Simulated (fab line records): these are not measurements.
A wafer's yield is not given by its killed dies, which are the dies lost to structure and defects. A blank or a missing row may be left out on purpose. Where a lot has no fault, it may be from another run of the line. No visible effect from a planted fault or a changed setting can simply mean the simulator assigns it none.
Which of the tools did it? | flow nand_harc | Sampling: 6 lots, 18 wafers, 3 of 1302 route steps

== WHAT THE GAUGES READ, wafer by wafer ==
NHARC_THIN_TSV_CD_MEAS_12 targets a cd of 1000 nm.
lot  | measured     | on        | cd_nm (nm)
L601 | day 25 05:01 | cd_sem-02 | 1002.3 997.1 1001.5
L604 | day 25 06:05 | cd_sem-03 | 998.9 998.0 1001.7
L607 | day 26 23:46 | cd_sem-02 | 1000.6 1000.6 999.9
L609 | day 28 00:23 | cd_sem-03 | 999.8 1001.5 997.9
L613 | day 29 08:38 | cd_sem-01 | 1003.3 998.5 1004.9
L622 | day 33 11:08 | cd_sem-02 | 996.8 997.5 1000.2

== TOOL THAT RAN EACH LOT (tool first, then ch and the chambers of the sampled wafers, then the start) ==
lot  | NHARC_HYBRID_BOND_ACTIVATE_00      | NHARC_THIN_TSV_GRIND_00
L601 | rie_diel-09 ch 0,1,3, day 24 15:38 | grinder-01 ch 0, day 25 02:52
L604 | rie_diel-09 ch 1,2, day 24 18:34   | grinder-01 ch 0, day 25 03:40
L607 | rie_diel-09 ch 1,2, day 26 10:31   | grinder-01 ch 0, day 26 21:20
L609 | rie_diel-09 ch 1,3, day 27 10:38   | grinder-01 ch 0, day 27 22:14
L613 | rie_diel-09 ch 1,2, day 28 19:02   | grinder-01 ch 0, day 29 06:21
L622 | rie_diel-09 ch 0,1,2, day 32 23:00 | grinder-01 ch 0, day 33 08:37
- NHARC_HYBRID_BOND_ACTIVATE_00: chemistry N2, time 60 s.
- NHARC_THIN_TSV_GRIND_00

== THE ANSWER, worked out from the rows above alone ==
Rule: the usual values come from the lots themselves. Put in order of their means at a reading, lots are off if they are a third of the lots or fewer, leave a main group of 4 or more, and stand apart from it by a gap of 3 or more times the standard deviation of the main group's means; of several such gaps the widest counts. Not used: any main group whose means are identical at the precision the tables above print for the reading. Also off: a lot with no number at a reading for which 4 or more lots have one. Where the step has rows for the other lots, those lots are counted as sound.
Across all readings shown, no lot is off: no conclusion can be drawn from this.

== WHAT HAD BEEN PUT IN BY THE SIMULATOR ==
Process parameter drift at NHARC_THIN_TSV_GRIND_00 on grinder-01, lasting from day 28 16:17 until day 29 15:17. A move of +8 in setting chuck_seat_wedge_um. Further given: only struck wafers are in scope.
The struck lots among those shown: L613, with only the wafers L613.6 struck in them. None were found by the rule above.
